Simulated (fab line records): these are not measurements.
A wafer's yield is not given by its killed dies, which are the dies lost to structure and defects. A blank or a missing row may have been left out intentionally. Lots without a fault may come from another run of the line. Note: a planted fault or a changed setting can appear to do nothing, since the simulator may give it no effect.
fab line records    flow n5-finfet
[record] lots = 6  wafers = 18  last-day = 16
route steps=1938 shown BEOL_M15@1775 PASSIVATION@1936
lots that met no fault: from a run of the same line without faults
start-h: start of the lot's first displayed wafer, in hours after the record's first day    wait-h: hours from the lot's prior step to this one    " repeats the value in the row above    L1.1+2: a single row standing in for several wafers    - either no value or no given start    * or withheld: withheld    < > ~ a bound
route shown NAME@n: a module of which the file shows steps, and the number in the route of the first    usual: mean and standard deviation over wafers with no fault    same: alike in all rows    chamber/n: place in a boat    sites: per-site readings    _std_site: their standard deviation    _edge_site: inner sites' mean taken away from outer sites' mean    radius-mm: how far each site lies from the wafer's centre    mask NAME#n: copy n    behind: the most recent tool/chamber to have shaped the wafer    hold: cause of the lot's hold/its duration in hours/its outcome    device: the transistor (n, p or np) that didn't switch    end of line: at the end of the route, the tests of the same wafers    step lacking rows: just its recipe    killed: count of dies lost to structure and defects at first sort (not the wafer's yield)    map: per-die view of a wafer (x killed, . not killed, _ where there is no die)
set.NAME: the run value of the setting; set.NAME@STEP: its run value at that earlier step    model.NAME: the simulator's own value behind a step, which no gauge read
lots seen at some steps along the route; tables by step, rows by wafer
services: the hour from which a tool's chamber was out of use, counted from the record's first day as start-h (under 0 if before that day), plus the number of hours and why
[[steps]]
[step N5_BEOL_M15_COAT_58]
[recipe] resist = BARC  temp-c = 205  time-s = 60  spin-rpm = 1500  resist-thk-nm = 89
[step N5_BEOL_M15_COAT_04]
[recipe] spin-rpm = 1704  resist-thk-nm = 800
[step N5_BEOL_M15_EBR_06]
[recipe] solvent = PGMEA  ebr-width-mm = 1.5
[step N5_BEOL_M15_SOFTBAKE_05]
[recipe] temp-c = 130  time-s = 60
[step N5_BEOL_M15_EXPOSE_07]
[recipe] mask-id = V14  na = 0.8  source-shape = annular  sigma-inner = 0.5  sigma-outer = 0.8  polarization = unpolarized  attpsm-phase-deg = 180  dose-mj = 41.25
[step N5_BEOL_M15_PEB_08]
[recipe] peb-temp-c = 130  peb-time-s = 90
[step N5_BEOL_M15_DEVELOP_09]
[recipe] develop-time-s = 45  rinse-liquid = diw  dry = air-spin  dev-temp-c = 21
[step N5_BEOL_M15_HARDBAKE_14]
[recipe] temp-c = 130  time-s = 120
[step N5_BEOL_M15_CD_MEAS_10]
[recipe] target-cd-nm = 360  landing-energy-ev = 500  detector = se-inlens  polarity = opening
[usual] cd-nm = 358.9/2.6
lot.wafer  tool       chamber  start-h  wait-h  cd-nm
L199.3     cd-sem-03  0        233.96   -       354.5
L199.5     "          0        "        "       357.1
L199.6     "          0        "        "       357.5
L200.1     cd-sem-01  0        256.98   -       365.4
L200.2     "          0        "        "       362.1
L200.5     "          0        "        "       358.9
L205.3     cd-sem-03  0        282.70   -       357.0
L205.5     "          0        "        "       362.1
L205.6     "          0        "        "       361.0
L216.1     cd-sem-02  0        351.78   -       360.6
L216.4     "          0        "        "       359.2
L216.6     "          0        "        "       359.8
L217.1     cd-sem-03  0        352.19   -       358.4
L217.3     "          0        "        "       363.5
L217.6     "          0        "        "       360.0
L218.2     cd-sem-01  0        363.18   -       359.1
L218.3     "          0        "        "       354.8
L218.4     "          0        "        "       360.5
[step N5_BEOL_M15_OVL_MEAS_11]
[recipe] points-per-wafer = 44
[usual] V14_OVL = -4/5
[same] points-per-wafer = 44
lot.wafer  tool        chamber  start-h  wait-h  V14_OVL[nm]
L199.3     overlay-01  0        233.99   0.0     1
L199.5     "           0        "        "       -6
L199.6     "           0        "        "       -14
L200.1     overlay-01  0        257.02   0.0     -12
L200.2     "           0        "        "       -8
L200.5     "           0        "        "       -8
L205.3     overlay-01  0        282.73   0.0     -2
L205.5     "           0        "        "       -5
L205.6     "           0        "        "       -8
L216.1     overlay-02  0        351.81   0.0     -5
L216.4     "           0        "        "       -16
L216.6     "           0        "        "       -6
L217.1     overlay-02  0        352.22   0.0     -4
L217.3     "           0        "        "       -2
L217.6     "           0        "        "       -6
L218.2     overlay-02  0        363.20   0.0     -4
L218.3     "           0        "        "       -3
L218.4     "           0        "        "       0
[step N5_BEOL_M15_INSPECT_12]
[recipe] mode = adi  inspect-instrument = macro
[usual] raw-defect-count = 2.0/1.4
lot.wafer  tool               chamber  start-h  wait-h  raw-defect-count
L199.3     defect-inspect-02  -        234.01   0.0     0
L199.5     "                  -        "        "       2
L199.6     "                  -        "        "       4
L200.1     defect-inspect-02  -        257.04   0.0     2
L200.2     "                  -        "        "       3
L200.5     "                  -        "        "       2
L205.3     defect-inspect-02  -        282.76   0.0     1
L205.5     "                  -        "        "       2
L205.6     "                  -        "        "       3
L216.1     defect-inspect-01  -        351.84   0.0     1
L216.4     "                  -        "        "       0
L216.6     "                  -        "        "       1
L217.1     defect-inspect-01  -        352.24   0.0     5
L217.3     "                  -        "        "       1
L217.6     "                  -        "        "       1
L218.2     defect-inspect-01  -        363.23   0.0     1
L218.3     "                  -        "        "       1
L218.4     "                  -        "        "       2
[step N5_BEOL_M15_DESCUM_15]
[recipe] chemistry = O2  time-s = 7.9  source-power-w = 50  bias-power-w = 20  pressure-mtorr = 20  rf-frequency-hz = 2.712e+07  temp-c = 40  o2-flow-sccm = 225
[usual] drypump-motor-current-A = 5.5/0.41  oes-product-au = 0.78/0.067  rf-vpp-V = 243.3/1.4  showerhead-plenum-p-Torr = 2.09/0.077  throttle-valve-pct = 20.35/0.19
lot.wafer  tool         chamber  start-h  wait-h  drypump-motor-current-A  oes-product-au  rf-hours-counter-h  rf-vpp-V  showerhead-plenum-p-Torr  throttle-valve-pct
L199.3     rie-diel-02  1        234.42   0.4     6.0                      0.76            162                 241.3     1.98                      20.01
L199.5     "            0        "        "       5.0                      0.73            -                   242.8     2.09                      20.52
L199.6     "            3        "        "       5.5                      0.74            -                   243.7     2.16                      20.34
L200.1     rie-diel-02  2        257.22   0.2     5.9                      0.70            224                 243.2     2.05                      20.54
L200.2     "            3        "        "       5.4                      0.73            173                 244.5     2.16                      20.35
L200.5     "            3        "        "       5.4                      0.73            -                   245.3     2.16                      20.36
L205.3     rie-diel-05  0        282.79   0.0     6.0                      0.80            99                  244.6     2.10                      20.32
L205.5     "            1        "        "       5.8                      0.84            -                   244.4     2.14                      20.62
L205.6     "            0        "        "       6.1                      0.79            -                   243.5     2.10                      20.33
L216.1     rie-diel-05  0        351.87   0.0     6.0                      0.78            121                 242.7     2.10                      20.37
L216.4     "            3        "        "       5.2                      0.77            98                  243.8     2.12                      20.47
L216.6     "            3        "        "       5.2                      0.77            -                   245.1     2.12                      20.46
L217.1     rie-diel-02  0        352.28   0.0     5.0                      0.70            222                 243.7     2.08                      20.57
L217.3     "            1        "        "       6.0                      0.73            199                 241.8     1.97                      20.06
L217.6     "            3        "        "       5.5                      0.70            -                   244.7     2.15                      20.39
L218.2     rie-diel-05  2        363.26   0.0     5.1                      0.78            121                 244.3     2.20                      20.42
L218.3     "            3        "        "       5.2                      0.76            102                 244.8     2.12                      20.48
L218.4     "            0        "        "       6.1                      0.79            -                   242.3     2.09                      20.37
[step N5_BEOL_M15_ETCH_59]
[recipe] chemistry = N2/H2  target = BARC  target-depth-a = 890  overetch-a = 267  time-s = 67.9  ion-energy-ev = 200  pressure-mtorr = 30  source-w = 840  bias-w = 150  n2-flow-sccm = 200  h2-flow-sccm = 200
[usual] drypump-motor-current-A = 5.5/0.41  oes-product-au = 0.67/0.057  rf-vpp-V = 524.0/2.6  run-length-s = 91.4/0.5  showerhead-plenum-p-Torr = 2.55/0.098  throttle-valve-pct = 17.84/0.23
lot.wafer  tool         chamber  start-h  wait-h  drypump-motor-current-A  oes-product-au  rf-hours-counter-h  rf-vpp-V  run-length-s  showerhead-plenum-p-Torr  throttle-valve-pct  model.coat_of_BEOL_M15_COAT_04.thk-nm
L199.3     rie-diel-02  1        234.45   0.0     6.0                      0.65            162                 520.0     91.8          2.42                      17.52               715.8
L199.5     "            0        "        "       5.1                      0.63            -                   522.8     90.7          2.51                      17.72               719.8
L199.6     "            3        "        "       5.5                      0.63            -                   526.2     91.9          2.66                      18.11               718.2
L200.1     rie-diel-02  2        257.25   0.0     5.9                      0.61            224                 523.6     91.2          2.50                      18.00               720
L200.2     "            3        "        "       5.5                      0.62            173                 527.2     91.9          2.65                      18.12               719.6
L200.5     "            3        "        "       5.5                      0.62            -                   525.3     92.3          2.65                      18.13               718
L205.3     rie-diel-05  0        282.83   0.0     6.1                      0.68            99                  525.5     91.6          2.57                      17.82               720
L205.5     "            1        "        "       5.9                      0.72            -                   524.7     90.8          2.60                      18.17               715.6
L205.6     "            0        "        "       6.1                      0.69            -                   525.1     91.5          2.57                      17.82               720
L216.1     rie-diel-05  0        351.91   0.0     6.0                      0.73            121                 525.9     85.3          2.56                      17.86               724.4
L216.4     "            3        "        "       5.2                      0.68            98                  523.5     91.8          2.59                      18.04               720
L216.6     "            3        "        "       5.2                      0.69            -                   524.5     91.4          2.59                      18.04               723.4
L217.1     rie-diel-02  0        352.31   0.0     5.0                      0.60            222                 523.5     91.1          2.49                      17.80               715.2
L217.3     "            1        "        "       6.0                      0.63            199                 519.9     91.8          2.40                      17.59               713.8
L217.6     "            3        "        "       5.5                      0.61            -                   526.5     91.9          2.64                      18.17               716.6
L218.2     rie-diel-05  2        363.30   0.0     5.1                      0.67            121                 527.7     91.4          2.68                      17.85               716
L218.3     "            3        "        "       5.2                      0.68            102                 525.4     91.9          2.59                      18.07               720.2
L218.4     "            0        "        "       6.0                      0.74            -                   524.0     85.1          2.56                      17.87               723.8
[step N5_BEOL_M15_VIA_ETCH_16]
[recipe] chemistry = C4F8/O2/Ar  target = SiO2  he-inner-torr = 15  he-outer-torr = 30  target-depth-a = 17922  time-s = withheld  ion-energy-ev = 800  pressure-mtorr = 20  source-w = 1905  bias-w = 2040  Ar_flow_sccm = 400  C4F8_flow_sccm = 16  O2_flow_sccm = 12  ends = cleared
[usual] drypump-motor-current-A = 5.5/0.41  oes-product-au = 0.70/0.059  rf-vpp-V = 2199/60  showerhead-plenum-p-Torr = 3.45/0.1  throttle-valve-pct = 30.82/0.22
lot.wafer  tool         chamber  start-h  wait-h  drypump-motor-current-A  oes-product-au  rf-vpp-V  showerhead-plenum-p-Torr  throttle-valve-pct
L199.3     rie-diel-02  1        234.50   0.0     6.1                      0.68            2121      3.32                      30.64
L199.5     "            0        "        "       5.0                      0.65            2283      3.44                      31.00
L199.6     "            3        "        "       5.5                      0.65            2163      3.56                      30.80
L200.1     rie-diel-02  2        257.30   0.0     5.9                      0.63            2138      3.38                      30.94
L200.2     "            3        "        "       5.5                      0.66            2164      3.56                      30.84
L200.5     "            3        "        "       5.5                      0.66            2164      3.56                      30.83
L205.3     rie-diel-05  0        282.88   0.0     6.0                      0.72            2236      3.45                      30.66
L205.5     "            1        "        "       5.8                      0.75            2169      3.52                      31.38
L205.6     "            0        "        "       6.0                      0.72            2235      3.45                      30.65
L216.1     rie-diel-05  0        351.96   0.0     6.1                      0.70            2234      3.44                      30.66
L216.4     "            3        "        "       5.1                      0.70            2260      3.46                      30.85
L216.6     "            3        "        "       5.2                      0.70            2261      3.47                      30.87
L217.1     rie-diel-02  0        352.36   0.0     5.1                      0.64            2281      3.42                      31.05
L217.3     "            1        "        "       6.0                      0.67            2120      3.30                      30.70
L217.6     "            3        "        "       5.5                      0.64            2160      3.54                      30.86
L218.2     rie-diel-05  2        363.35   0.0     5.1                      0.70            2264      3.57                      30.72
L218.3     "            3        "        "       5.2                      0.70            2261      3.46                      30.91
L218.4     "            0        "        "       6.1                      0.71            2235      3.44                      30.70
[step N5_PASSIVATION_PROBE_49]
[usual] defect-limited-yield = 91.4/1.6  killed_at_M0_to_M3 = 31/11  killed_at_M4_up = 14/5.7  killed-at-contacts = 12/6  killed-at-front-end = 41/13  killed-at-other = 3.3/2.8  killed-dies = 101/19  killed-open = 67/14  killed-short = 33/8.2  sort_bin_5_function = 5.0/1.1  sort_bin_6_memory = 3.3/0.74  sort_bin_8_speed = 0.0/0.36  sort-n-pass = 1078/20  sort-yield-pct = 91.3/1.7
[same] gross-dies = 1180  killed-at-back-side = 0  sort_bin_4_leakage[%] = 0
lot.wafer  tool       chamber  start-h  wait-h  defect-limited-yield[%]  killed_at_M0_to_M3  killed_at_M4_up  killed-at-contacts  killed-at-front-end  killed-at-other  killed-dies  killed-open  killed-short  sort_bin_5_function[%]  sort_bin_6_memory[%]  sort_bin_8_speed[%]  sort-n-pass  sort-yield-pct[%]
L205.3     prober-02  -        306.45   0.1     92.6                     21                  15               12                  39                   0                87           54           28            3.8                     2.9                   0                    1093         92.6
L205.5     prober-02  -        306.55   0.2     92.2                     32                  14               10                  34                   2                92           57           35            4.6                     3.0                   0                    1088         92.2
L205.6     prober-02  -        306.60   0.3     93.6                     20                  11               6                   38                   0                75           52           23            3.2                     2.8                   0                    1105         93.6
L217.1     prober-02  -        371.67   0.0     92.5                     30                  7                17                  31                   3                88           68           17            4.1                     3.1                   0                    1092         92.5
L217.3     prober-02  -        371.77   0.1     92.6                     33                  16               15                  23                   0                87           60           24            5.3                     1.7                   0                    1093         92.6
L217.6     prober-02  -        371.92   0.3     92.0                     36                  13               12                  32                   1                94           58           29            4.2                     3.0                   0                    1086         92.0
L216.1     prober-01  -        371.93   0.0     89.9                     23                  18               15                  61                   2                119          85           31            5.0                     4.6                   0                    1061         89.9
L216.4     prober-01  -        372.08   0.2     93.6                     23                  5                9                   38                   0                75           55           18            4.3                     1.8                   0                    1105         93.6
L216.6     prober-01  -        372.18   0.3     92.3                     20                  14               19                  36                   2                91           68           23            4.2                     3.1                   0                    1089         92.3
// killed by level:class
L205.3 MOL_CONTACT_COAG:geometric-particle:open=8 BEOL_M4:geometric-particle:open=7 FIN_SAQP:geometric-particle:short=6 FIN_SAQP:geometric-particle:open=5 DUMMY_GATE:geometric-particle:open=5 GATE_CUT:geometric-particle:short=5 BEOL_M0_SAQP:geometric-particle:short=5 BEOL_M3:geometric-particle:open=5
L205.5 BEOL_M0_SAQP:geometric-particle:short=11 MOL_CONTACT_COAG:geometric-particle:open=10 FIN_SAQP:geometric-particle:short=9 FIN_SAQP:geometric-particle:open=7 BEOL_M0_SAQP:geometric-particle:open=7 BEOL_M4:geometric-particle:open=7 DUMMY_GATE:geometric-particle:open=5 STI_FIN_REVEAL:geometric-particle:open=3
L205.6 STI_FIN_REVEAL:geometric-particle:open=10 MOL_CONTACT_COAG:geometric-particle:open=6 BEOL_M1:geometric-particle:open=6 FIN_SAQP:geometric-particle:open=5 DUMMY_GATE:geometric-particle:open=5 GATE_CUT:geometric-particle:short=5 BEOL_M3:geometric-particle:open=4 BEOL_M4:geometric-particle:open=3
L217.1 MOL_CONTACT_COAG:geometric-particle:open=13 FIN_SAQP:geometric-particle:open=11 BEOL_M3:geometric-particle:open=10 BEOL_M1:geometric-particle:open=6 BEOL_M2:geometric-particle:open=6 MOL_CONTACT_COAG:geometric-particle:short=4 BEOL_M1:geometric-particle:short=4 STI_FIN_REVEAL:geometric-particle:open=3
L217.3 MOL_CONTACT_COAG:geometric-particle:open=11 BEOL_M3:geometric-particle:open=9 BEOL_M2:geometric-particle:open=6 BEOL_M0_SAQP:geometric-particle:short=5 BEOL_M4:geometric-particle:open=5 DUMMY_GATE:geometric-particle:open=4 MOL_CONTACT_COAG:geometric-particle:short=4 BEOL_M1:geometric-particle:open=4
L217.6 BEOL_M0_SAQP:geometric-particle:open=11 BEOL_M0_SAQP:geometric-particle:short=11 STI_FIN_REVEAL:geometric-particle:open=8 MOL_CONTACT_COAG:geometric-particle:open=7 HKMG_FIN:area-etch=6 MOL_CONTACT_COAG:geometric-particle:short=5 BEOL_M1:geometric-particle:open=5 DUMMY_GATE:geometric-particle:open=4
L216.1 FIN_SAQP:geometric-particle:open=15 MOL_CONTACT_COAG:geometric-particle:open=13 STI_FIN_REVEAL:geometric-particle:open=13 FIN_SAQP:geometric-particle:short=10 BEOL_M3:geometric-particle:open=8 STI_FIN_REVEAL:geometric-particle:short=7 BEOL_M4:geometric-particle:open=6 BEOL_M0:geometric-particle:open=4
L216.4 FIN_SAQP:geometric-particle:open=12 BEOL_M3:geometric-particle:open=12 STI_FIN_REVEAL:geometric-particle:open=7 MOL_CONTACT_COAG:geometric-particle:open=7 BEOL_M3:geometric-particle:short=4 GATE_CUT:geometric-particle:open=4 FIN_SAQP:geometric-particle:short=3 BEOL_M0_SAQP:geometric-particle:open=3
L216.6 MOL_CONTACT_COAG:geometric-particle:open=17 STI_FIN_REVEAL:geometric-particle:open=16 BEOL_M3:geometric-particle:open=7 FIN_SAQP:geometric-particle:open=5 FIN_SAQP:geometric-particle:short=4 BEOL_M0_SAQP:geometric-particle:short=4 BEOL_M4:geometric-particle:open=4 DUMMY_GATE:geometric-particle:open=3
[[services]]
tool         chamber  start-h  hours  kind
rie-diel-05  0        221.63   2.8    repair
rie-diel-05  2        292.50   6.9    repair
rie-diel-02  2        345.20   -      clean
rie-diel-02  2        345.20   -      consumable-replace:focus-ring
rie-diel-02  2        345.20   14.0   scheduled-down
rie-diel-02  2        345.20   14.0   vent-cycle
rie-diel-05  1        359.64   5.6    repair
[[key]]
[first-sign] step = N5_BEOL_M15_ETCH_59  reading = run-length-s  direction = down  sigmas = 13  usual = *  struck = *
effect none on later readings
[model-effect] step = N5_BEOL_M15_ETCH_59  value = coat_of_BEOL_M15_COAT_04.thk-nm  without = 717.9  struck = 724.1
met-at N5_BEOL_M15_ETCH_59
struck-wafers L216.1,L218.4
onset-between 282.83 351.91
[fault] kind = process-parameter-drift  tool = rie-diel-05  chamber = 0  onset-h = 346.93  steps = N5_BEOL_M15_ETCH_59  channel = time-s  offset = *  shape = step  end-h = 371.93  acts-in = *  stated = *
